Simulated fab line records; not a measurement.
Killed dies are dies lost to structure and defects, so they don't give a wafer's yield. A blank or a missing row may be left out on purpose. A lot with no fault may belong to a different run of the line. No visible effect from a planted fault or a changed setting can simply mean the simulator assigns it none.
2 desks, one fault :: flow n5_finfet :: only its own numbers are on each desk; what lay behind them is given at the end

== METROLOGY DESK ==
What the gauges read for every lot (on any tool): the sampled wafers with a number, averaged. If a lot's mean is further than 4 standard deviations from the usual mean, the lot is out of limits and carries the mark OUT (the distance appears in the brackets). Shown here are 7 of its 10 readings, the ones lying furthest out on some lot.
Columns: A = DIBL_N at N5_BEOL_M4_RC_MEAS_101, usual 35.7 mV/V; B = DIBL_P at N5_BEOL_M4_RC_MEAS_101, usual 35.4 mV/V; C = IOFF_P at N5_BEOL_M4_RC_MEAS_101, usual 0.20 nA/um; D = ION_P at N5_BEOL_M4_RC_MEAS_101, usual 461 uA/um; E = SS_P at N5_BEOL_M4_RC_MEAS_101, usual 73.1 mV/dec; F = VT_N at N5_BEOL_M4_RC_MEAS_101, usual 251 mV; G = VT_P at N5_BEOL_M4_RC_MEAS_101, usual -251 mV
lot: L516
first seen here: day 9 08:35
A: 35.5
B: 36.6
C: 0.23
D: 467
E: 72.6
F: 248
G: -247

lot: L520
first seen here: day 10 11:20
A: 36.1
B: 36.3
C: 0.23
D: 465
E: 73.6
F: 250
G: -247

lot: L521
first seen here: day 10 20:56
A: 36.9
B: 35.0
C: 0.22
D: 468
E: 73.3
F: 244
G: -247

lot: L527
first seen here: day 12 15:07
A: 34.5
B: 33.3
C: 0.19
D: 465
E: 73.3
F: 253
G: -250

lot: L528
first seen here: day 12 16:40
A: 38.3
B: 38.1
C: 0.27
D: 475
E: 74.4
F: 247
G: -245

lot: L532
first seen here: day 13 20:10
A: 35.3
B: 35.5
C: 0.18
D: 459
E: 72.7
F: 252
G: -251

lot: L533
first seen here: day 14 06:29
A: 34.7
B: 33.5
C: 0.19
D: 461
E: 72.8
F: 255
G: -251
This desk's verdict: no lot among the 7 shows anything out of limits.

== TOOL OWNER'S DESK, pecvd-02 ==
The tool's own readings at N5_FIN_SAQP_PECVD_48 (deposits SiNx from SiH4/NH3/N2, target thk 25 nm, time 22.1 s): means of the sampled wafers that have a number, for each lot that ran on this tool. If a lot's mean is further than 4 standard deviations from the usual mean, the lot is out of limits and carries the mark OUT (the distance appears in the brackets).
Columns: A = chamber_pressure_Torr at N5_FIN_SAQP_PECVD_48, usual 1.4993 Torr; B = heater_power_w at N5_FIN_SAQP_PECVD_48, usual 754 W; C = showerhead_plenum_p_Torr at N5_FIN_SAQP_PECVD_48, usual 5.11 Torr; D = throttle_valve_pct at N5_FIN_SAQP_PECVD_48, usual 38.8 %
lot: L516
first seen here: day 3 11:06
A: 1.5041
B: 779
C: 5.08
D: 36.6

lot: L520
first seen here: day 4 10:23
A: 1.4991
B: 744
C: 5.08
D: 36.5

lot: L527
first seen here: day 6 02:46
A: 1.4998
B: 805
C: 5.12
D: 36.3

lot: L528
first seen here: day 6 09:51
A: 1.5001
B: 768
C: 5.12
D: 36.4
This desk's verdict: no lot among the 4 shows anything out of limits.

== ALL TOGETHER ==
Nothing out of limits was seen by the metrology desk.
Nothing out of limits was seen by the tool owner's desk.

== WHAT WAS PUT IN BY THE SIMULATOR ==
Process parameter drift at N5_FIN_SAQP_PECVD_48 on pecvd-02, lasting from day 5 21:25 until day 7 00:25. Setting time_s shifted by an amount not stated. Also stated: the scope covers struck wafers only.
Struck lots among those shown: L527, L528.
